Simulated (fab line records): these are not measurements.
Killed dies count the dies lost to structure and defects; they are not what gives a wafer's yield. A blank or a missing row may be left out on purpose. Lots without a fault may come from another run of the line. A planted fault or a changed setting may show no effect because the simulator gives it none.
fab line records | flow nand_harc
record: lots: 13 | wafers: 39 | last_day: 32
route steps=1302 shown A_STAIRCASE@844 THIN_TSV@1250 END@1302
lots with no fault: from the same line, run without faults
start_h: hours from the record's opening day to when the first of the lot's shown wafers began | wait_h: how many hours have passed since the lot's step before this one | " repeats the value in the row above | L1.1+2: a single row standing in for several wafers | - no value present, or no start provided | * or withheld: withheld | < > ~ a bound
route shown NAME@n: NAME is a module with steps in the file, n the number in the route of the first one | usual: mean and standard deviation over wafers with no fault | same: alike in all rows | chamber/n: place in a boat | sites: per-site readings | _std_site: how widely they spread, as a standard deviation | _edge_site: the outer-site mean with the inner-site mean subtracted | radius_mm: how far each site lies from the wafer's centre | mask NAME#n: copy n | behind: the most recent tool/chamber to have shaped the wafer | hold: the reason the lot was held/the length of the hold in hours/how it ended | device: the transistor (n, p or np) that didn't switch | end of line: tests run on the same wafers once the route is complete | step lacking rows: just its recipe | killed: the dies lost at the first sort to structure and to defects; this is not the yield of the wafer | map: the dies of a wafer, with x for killed, . for not killed, _ for no die there
set.NAME: the setting the step ran with; set.NAME@STEP: the setting that earlier step ran with | model.NAME: the simulator's own value behind a step, which no gauge read
steps of the route over a sample of lots; a table a step, a row a wafer
services: from which hour (start_h, from the record's first day; less than 0 if before it) a tool's chamber was out of use, for how many hours, and why
== steps ==
step: NHARC_A_STAIRCASE_DEP_417
recipe: target_thk_a: 600 | step_coverage_pct: 20 | temp_c: 400 | target_thk_nm: 60 | flow_sccm: 200 | rf_w: 450 | material: Si3N4
usual: heater_power_w: 681/93
lot.wafer | tool     | chamber | start_h | wait_h | heater_power_w
L942.2    | pecvd-01 | 2       | 390.29  | -      | 752
L942.4    | "        | 0       | "       | "      | 748
L942.5    | "        | 1       | "       | "      | 600
L943.2    | pecvd-04 | 2       | 398.70  | -      | 676
L943.5    | "        | 0       | "       | "      | 725
L943.4    | "        | 1       | "       | "      | 554
L946.3    | pecvd-04 | 1       | 418.63  | -      | 548
L946.1    | "        | 0       | "       | "      | 806
L946.5    | "        | 2       | "       | "      | 764
L944.2    | pecvd-02 | 1       | 422.37  | -      | 752
L944.1    | "        | 0       | "       | "      | 610
L944.6    | "        | 2       | "       | "      | 676
L945.1    | pecvd-01 | 1       | 423.36  | -      | 570
L945.4    | "        | 1       | "       | "      | 566
L945.6    | "        | 2       | "       | "      | 677
L947.5    | pecvd-01 | 2       | 425.21  | -      | 660
L947.6    | "        | 0       | "       | "      | 742
L947.4    | "        | 1       | "       | "      | 575
L950.1    | pecvd-04 | 0       | 465.18  | -      | 773
L950.3    | "        | 1       | "       | "      | 566
L950.4    | "        | 2       | "       | "      | 755
L949.2    | pecvd-02 | 0       | 469.93  | -      | 632
L949.4    | "        | 2       | "       | "      | 634
L949.5    | "        | 1       | "       | "      | 694
L952.3    | pecvd-02 | 1       | 506.72  | -      | 619
L952.4    | "        | 1       | "       | "      | 638
L952.5    | "        | 0       | "       | "      | 681
L954.3    | pecvd-04 | 2       | 508.13  | -      | 720
L954.6    | "        | 0       | "       | "      | 833
L954.5    | "        | 1       | "       | "      | 532
L955.2    | pecvd-04 | 1       | 520.29  | -      | 541
L955.6    | "        | 1       | "       | "      | 553
L955.4    | "        | 2       | "       | "      | 751
L956.3    | pecvd-04 | 0       | 525.27  | -      | 806
L956.2    | "        | 1       | "       | "      | 602
L956.4    | "        | 1       | "       | "      | 600
L961.2    | pecvd-01 | 1       | 586.42  | -      | 557
L961.5    | "        | 1       | "       | "      | 559
L961.4    | "        | 0       | "       | "      | 824
step: NHARC_THIN_TSV_DEP_43
recipe: target_thk_a: 13285 | temp_c: withheld | pressure_torr: 6.5 | rf_w: 900 | teos_flow_sccm: 161.4 | flow_sccm: 2650 | target_thk_nm: 1328.5 | gas: O2 | material: SiO2
usual: throttle_valve_pct: 15.7/0.39
lot.wafer | tool     | chamber | start_h | wait_h | throttle_valve_pct
L942.2    | pecvd-04 | 2       | 543.21  | -      | 16.0
L942.4    | "        | 2       | "       | "      | 16.1
L942.5    | "        | 1       | "       | "      | 15.3
L943.2    | pecvd-02 | 0       | 564.80  | -      | 15.8
L943.4    | "        | 1       | "       | "      | 15.9
L943.5    | "        | 0       | "       | "      | 15.4
L947.5    | pecvd-02 | 0       | 575.35  | -      | 15.5
L947.6    | "        | 1       | "       | "      | 15.9
L947.4    | "        | 2       | "       | "      | 16.2
L945.1    | pecvd-02 | 0       | 576.36  | -      | 15.6
L945.4    | "        | 0       | "       | "      | 15.4
L945.6    | "        | 1       | "       | "      | 15.9
L946.3    | pecvd-03 | 1       | 582.83  | -      | 15.9
L946.1    | "        | 0       | "       | "      | 15.5
L946.5    | "        | 0       | "       | "      | 15.6
L944.2    | pecvd-03 | 0       | 584.03  | -      | 15.8
L944.1    | "        | 2       | "       | "      | 16.1
L944.6    | "        | 1       | "       | "      | 15.6
L949.2    | pecvd-03 | 1       | 613.67  | -      | 15.9
L949.5    | "        | 1       | "       | "      | 15.8
L949.4    | "        | 0       | "       | "      | 15.6
L950.3    | pecvd-04 | 2       | 618.13  | -      | 16.1
L950.1    | "        | 0       | "       | "      | 16.0
L950.4    | "        | 2       | "       | "      | 16.2
L952.3    | pecvd-04 | 1       | 671.98  | -      | 14.8
L952.5    | "        | 0       | "       | "      | 15.2
L952.4    | "        | 1       | "       | "      | 15.4
L954.3    | pecvd-04 | 2       | 673.22  | -      | 16.1
L954.5    | "        | 1       | "       | "      | 15.2
L954.6    | "        | 2       | "       | "      | 15.8
L955.2    | pecvd-02 | 0       | 683.93  | -      | 15.2
L955.6    | "        | 1       | "       | "      | 15.5
L955.4    | "        | 2       | "       | "      | 16.2
L956.2    | pecvd-02 | 2       | 690.99  | -      | 16.2
L956.3    | "        | 0       | "       | "      | 15.1
L956.4    | "        | 2       | "       | "      | 16.2
L961.2    | pecvd-04 | 0       | 745.75  | -      | 15.6
L961.5    | "        | 2       | "       | "      | 16.1
L961.4    | "        | 0       | "       | "      | 15.7
step: NHARC_THIN_TSV_CD_MEAS_16
usual: cd_nm: 998.4/1.8
lot.wafer | tool      | chamber | start_h | wait_h | cd_nm
L942.2    | cd_sem-02 | -       | 544.88  | 0.1    | 999.9
L942.4    | "         | -       | "       | "      | 998.8
L942.5    | "         | -       | "       | "      | 999.2
L943.2    | cd_sem-01 | -       | 566.50  | 0.1    | 997.9
L943.4    | "         | -       | "       | "      | 999.2
L943.5    | "         | -       | "       | "      | 999.9
L947.4    | cd_sem-01 | -       | 576.88  | 0.1    | 998.0
L947.5    | "         | -       | "       | "      | 997.9
L947.6    | "         | -       | "       | "      | 997.0
L945.1    | cd_sem-03 | -       | 578.03  | 0.1    | 998.7
L945.4    | "         | -       | "       | "      | 997.7
L945.6    | "         | -       | "       | "      | 1000.6
L946.1    | cd_sem-02 | -       | 584.51  | 0.1    | 999.6
L946.3    | "         | -       | "       | "      | 998.7
L946.5    | "         | -       | "       | "      | 995.0
L944.1    | cd_sem-02 | -       | 585.70  | 0.1    | 1000.0
L944.2    | "         | -       | "       | "      | 1001.2
L944.6    | "         | -       | "       | "      | 998.4
L949.2    | cd_sem-03 | -       | 615.35  | 0.1    | 1000.4
L949.4    | "         | -       | "       | "      | 997.9
L949.5    | "         | -       | "       | "      | 999.0
L950.1    | cd_sem-01 | -       | 619.93  | 0.1    | 999.4
L950.3    | "         | -       | "       | "      | 997.4
L950.4    | "         | -       | "       | "      | 1002.7
L952.3    | cd_sem-03 | -       | 673.71  | 0.1    | 998.6
L952.4    | "         | -       | "       | "      | 998.3
L952.5    | "         | -       | "       | "      | 997.5
L954.3    | cd_sem-01 | -       | 674.98  | 0.1    | 1000.9
L954.5    | "         | -       | "       | "      | 1000.2
L954.6    | "         | -       | "       | "      | 997.4
L955.2    | cd_sem-02 | -       | 685.65  | 0.1    | 1000.2
L955.4    | "         | -       | "       | "      | 1003.9
L955.6    | "         | -       | "       | "      | 1000.5
L956.2    | cd_sem-01 | -       | 692.87  | 0.1    | 998.5
L956.3    | "         | -       | "       | "      | 994.0
L956.4    | "         | -       | "       | "      | 998.9
L961.2    | cd_sem-02 | -       | 747.37  | 0.1    | 998.6
L961.4    | "         | -       | "       | "      | 1001.4
L961.5    | "         | -       | "       | "      | 1000.2
step: NHARC_THIN_TSV_ETCHBACK_48
recipe: target_depth_a: 10285 | over_etch_frac: 0.3 | time_s: 405.17 | ion_energy_ev: 250 | c4f8_flow_sccm: withheld | ar_flow_sccm: withheld | rf_w: 600 | bias_w: 300 | chemistry: C4F8/Ar
usual: oes_product_au: 0.939/0.027 | rf_vpp_V: 545/3.8
lot.wafer | tool        | chamber | start_h | wait_h | oes_product_au | rf_hours_counter_h | rf_vpp_V
L942.2    | rie_diel-07 | 3       | 546.21  | -      | 0.914          | 3.2                | 542
L942.4    | "           | 0       | "       | "      | 0.913          | 3.4                | 543
L942.5    | "           | 2       | "       | "      | 0.930          | -                  | 542
L943.2    | rie_diel-07 | 2       | 567.77  | -      | 0.932          | 4.8                | 542
L943.4    | "           | 1       | "       | "      | 0.921          | 5.1                | 543
L943.5    | "           | 3       | "       | "      | 0.928          | -                  | 544
L947.4    | rie_diel-12 | 0       | 578.28  | -      | 0.932          | 5.6                | 541
L947.5    | "           | 2       | "       | "      | 0.944          | -                  | 549
L947.6    | "           | 3       | "       | "      | 0.926          | -                  | 551
L945.4    | rie_diel-07 | 0       | 579.37  | -      | 0.918          | 5.4                | 542
L945.1    | "           | 1       | "       | "      | 0.933          | 5.4                | 544
L945.6    | "           | 2       | "       | "      | 0.926          | -                  | 542
L946.1    | rie_diel-12 | 0       | 585.82  | -      | 0.909          | 5.9                | 541
L946.3    | "           | 2       | "       | "      | 0.931          | 4.6                | 549
L946.5    | "           | 3       | "       | "      | 0.928          | -                  | 550
L944.2    | rie_diel-09 | 2       | 586.97  | -      | 0.926          | 4.0                | 543
L944.1    | "           | 3       | "       | "      | 0.923          | 3.1                | 547
L944.6    | "           | 2       | "       | "      | 0.929          | -                  | 543
L949.4    | rie_diel-09 | 1       | 616.65  | -      | 0.930          | 4.8                | 545
L949.2    | "           | 2       | "       | "      | 0.920          | 4.9                | 543
L949.5    | "           | 2       | "       | "      | 0.921          | -                  | 544
L950.3    | rie_diel-12 | 0       | 621.27  | -      | 0.937          | 7.1                | 542
L950.1    | "           | 2       | "       | "      | 0.936          | 6.0                | 551
L950.4    | "           | 3       | "       | "      | 0.928          | 7.1                | 552
L952.3    | rie_diel-12 | 2       | 675.28  | -      | 0.927          | 1.8                | 550
L952.4    | "           | 0       | "       | "      | 0.910          | 2.2                | 542
L952.5    | "           | 3       | "       | "      | 0.925          | -                  | 552
L954.3    | rie_diel-07 | 1       | 676.65  | -      | 0.987          | 2.3                | 542
L954.6    | "           | 0       | "       | "      | 0.992          | -                  | 542
L954.5    | "           | 1       | "       | "      | 0.998          | -                  | 542
L955.4    | rie_diel-12 | 1       | 686.94  | -      | 0.939          | 3.6                | 548
L955.2    | "           | 2       | "       | "      | 0.932          | 3.1                | 551
L955.6    | "           | 1       | "       | "      | 0.942          | -                  | 548
L956.4    | rie_diel-12 | 0       | 694.15  | -      | 0.916          | 3.9                | 541
L956.2    | "           | 1       | "       | "      | 0.924          | 4.0                | 547
L956.3    | "           | 3       | "       | "      | 0.924          | 3.3                | 551
L961.2    | rie_diel-07 | 1       | 748.71  | -      | 0.936          | 8.0                | 542
L961.4    | "           | 2       | "       | "      | 0.926          | 7.7                | 541
L961.5    | "           | 3       | "       | "      | 0.985          | -                  | 542
step: NHARC_END_SORT_01
recipe: temp_c: 25
usual: killed_at_array: 51/17 | killed_at_other: 1.0/1.2 | killed_at_periphery: 3.4/2.5 | killed_dies: 56/17 | killed_open: 3.3/2.1 | killed_short: 2.6/1.6
same: gross_dies: 677
lot.wafer | tool      | chamber | start_h | wait_h | killed_at_array | killed_at_other | killed_at_periphery | killed_dies | killed_open | killed_short
L956.2    | prober-02 | 0       | 710.76  | 2.8    | 138             | 0               | 3                   | 141         | 1           | 3
L956.3    | prober-02 | 0       | 711.56  | 3.1    | 72              | 0               | 5                   | 77          | 2           | 1
L956.4    | prober-02 | 0       | 712.35  | 3.4    | 151             | 1               | 1                   | 153         | 3           | 3
killed by level:class
L956.2 A_STAIRCASE:unspecified=90 A_CHANNEL_HOLE_D2:chamber_film_flake=22 A_CHANNEL_HOLE_D1:chamber_film_flake=10 A_CHANNEL_FILL_D2:chamber_film_flake=3 A_CONTACT:chamber_film_flake=3 A_STAIRCASE:chamber_film_flake=2 A_CHANNEL_FILL_D1:chamber_film_flake=2 A_BLC:chamber_film_flake=2
L956.3 A_CHANNEL_HOLE_D1:chamber_film_flake=34 A_CHANNEL_HOLE_D2:chamber_film_flake=20 A_STAIRCASE:chamber_film_flake=4 A_M1:chamber_film_flake=4 P_GATE:chamber_film_flake=3 A_CONTACT:chamber_film_flake=3 P_BONDPAD:chamber_film_flake=2 A_BLC:chamber_film_flake=2
L956.4 A_STAIRCASE:unspecified=100 A_CHANNEL_HOLE_D2:chamber_film_flake=28 A_CHANNEL_HOLE_D1:chamber_film_flake=11 A_SLIT:chamber_film_flake=3 A_CONTACT:chamber_film_flake=2 A_CHANNEL_HOLE_D1:geometric_particle:open=1 A_DECK1_JOINT:geometric_particle:short=1 A_CHANNEL_FILL_D2:geometric_particle:open=1
== services ==
tool        | chamber | start_h | hours | kind
pecvd-02    | -       | 370.71  | 1.0   | repair
pecvd-01    | -       | 371.95  | 1.1   | repair
rie_diel-12 | 1       | 375.96  | 4.2   | repair
rie_diel-07 | 1       | 397.27  | 5.5   | repair
pecvd-02    | -       | 408.13  | 13.0  | pm
rie_diel-07 | 2       | 442.71  | 51.6  | repair
rie_diel-12 | -       | 445.40  | 9.0   | pm
pecvd-04    | -       | 450.34  | 13.0  | pm
rie_diel-07 | 3       | 468.78  | 9.3   | repair
pecvd-04    | -       | 470.62  | 0.7   | repair
rie_diel-07 | 3       | 483.53  | 9.7   | repair
pecvd-01    | -       | 492.57  | 13.0  | pm
rie_diel-12 | 3       | 517.34  | 1.6   | repair
rie_diel-12 | 2       | 532.78  | 17.9  | repair
pecvd-01    | 0       | 558.26  | 10.0  | repair
rie_diel-12 | 1       | 564.88  | 5.5   | repair
pecvd-02    | -       | 589.13  | 13.0  | pm
pecvd-04    | -       | 610.05  | 0.5   | repair
rie_diel-12 | -       | 622.40  | 9.0   | pm
pecvd-04    | -       | 631.34  | 13.0  | pm
rie_diel-07 | -       | 648.28  | 9.0   | pm
rie_diel-07 | 3       | 663.46  | 70.0  | repair
pecvd-01    | -       | 673.57  | 13.0  | pm
pecvd-04    | -       | 715.44  | 1.6   | repair
== key ==
first_sign: step: NHARC_END_SORT_01 | reading: killed_at_array | direction: up | sigmas: 5.5 | usual: 51 | struck: 144
effect: step: NHARC_END_SORT_01 | reading: killed_dies | direction: up | sigmas: 5.3 | usual: 56 | struck: 147
more_kills_born_at: NHARC_A_STAIRCASE_DEP_417@pecvd-04: 190
met_at NHARC_A_STAIRCASE_DEP_417
struck_lots L956
struck_wafers L956.2,L956.4
tester_left_out L956
not_acting_at NHARC_THIN_TSV_DEP_43,NHARC_THIN_TSV_CD_MEAS_16,NHARC_THIN_TSV_ETCHBACK_48
onset_between 520.29 525.27
fault: kind: chamber_particle_source | tool: pecvd-04 | chamber: 1 | onset_h: 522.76 | steps: NHARC_A_STAIRCASE_DEP_417 | rate_per_visit_cm2: 1.2075 | end_h: 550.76
tester_left_out: of these lots the tester's yield and bins aren't shown, on N5 and GAA mostly nor the transistor test; their killed dies are dies lost to structure and defects alone, not to doping, threshold or leakage, so they don't give the yield
